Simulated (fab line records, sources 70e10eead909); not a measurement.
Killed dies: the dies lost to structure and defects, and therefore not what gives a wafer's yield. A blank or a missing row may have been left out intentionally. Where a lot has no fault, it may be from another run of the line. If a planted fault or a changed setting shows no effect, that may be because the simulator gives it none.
2 desks, one fault | flow nand harc | every desk sees just its own numbers, and what lay behind them comes last

## FROM THE METROLOGY DESK
What the gauges read for every lot (on any tool): the sampled wafers with a number, averaged. Any lot whose mean is over 4 standard deviations away from the usual mean is out of limits and marked OUT; that distance is given in the brackets. Readings shown: 7 of its 11, picked as those furthest out on some lot.
Columns: A = thk nm at NHARC_A_SOURCE_PLATE_THK_MEAS_09, usual 9.9 nm; B = thk nm at NHARC_A_ONON_D1_THK_MEAS_02, usual 1000 nm; C = thk nm at NHARC_A_ONON_D1_THK_MEAS_08, usual 1001 nm; D = thk nm at NHARC_A_ONON_D1_THK_MEAS_14, usual 998 nm; E = thk nm at NHARC_A_ONON_D1_THK_MEAS_18, usual 996 nm; F = thk nm at NHARC_A_ONON_D1_THK_MEAS_21, usual 1002 nm; G = thk nm at NHARC_A_ONON_D1_THK_MEAS_24, usual 999 nm
lot  | first seen here | A    | B    | C    | D    | E   | F    | G
L462 | day 7 09:44     | 9.9  | 1001 | 990  | 983  | 993 | 1024 | 994
L467 | day 8 23:45     | 11.4 | 978  | 977  | 1008 | 993 | 1002 | 1001
L477 | day 13 01:15    | 9.6  | 1001 | 1007 | 995  | 999 | 991  | 998
L476 | day 13 02:34    | 11.3 | 1007 | 990  | 1009 | 993 | 999  | 983
L481 | day 14 18:10    | 10.0 | 998  | 1009 | 998  | 980 | 1007 | 1010
Result from this desk: across the 5 lots, nothing is out of limits.

## THE DEFECT DESK
Counts from the inspections along the route, per lot, as means over the sampled wafers that have a number. Any lot whose mean is over 4 standard deviations away from the usual mean is out of limits and marked OUT; that distance is given in the brackets.
Columns: A = raw defect count at NHARC_A_ZERO_WELL_INSPECT_17, usual 11
lot  | first seen here | A
L462 | day 7 12:11     | 10
L467 | day 9 01:13     | 9
L477 | day 13 02:46    | 11
L476 | day 13 04:01    | 14
L481 | day 14 19:41    | 16
Result from this desk: across the 5 lots, nothing is out of limits.

## TAKEN TOGETHER
At the metrology desk, nothing out of limits was observed.
The defect desk saw nothing out of limits.

## WHAT THE SIMULATOR HAD PUT IN
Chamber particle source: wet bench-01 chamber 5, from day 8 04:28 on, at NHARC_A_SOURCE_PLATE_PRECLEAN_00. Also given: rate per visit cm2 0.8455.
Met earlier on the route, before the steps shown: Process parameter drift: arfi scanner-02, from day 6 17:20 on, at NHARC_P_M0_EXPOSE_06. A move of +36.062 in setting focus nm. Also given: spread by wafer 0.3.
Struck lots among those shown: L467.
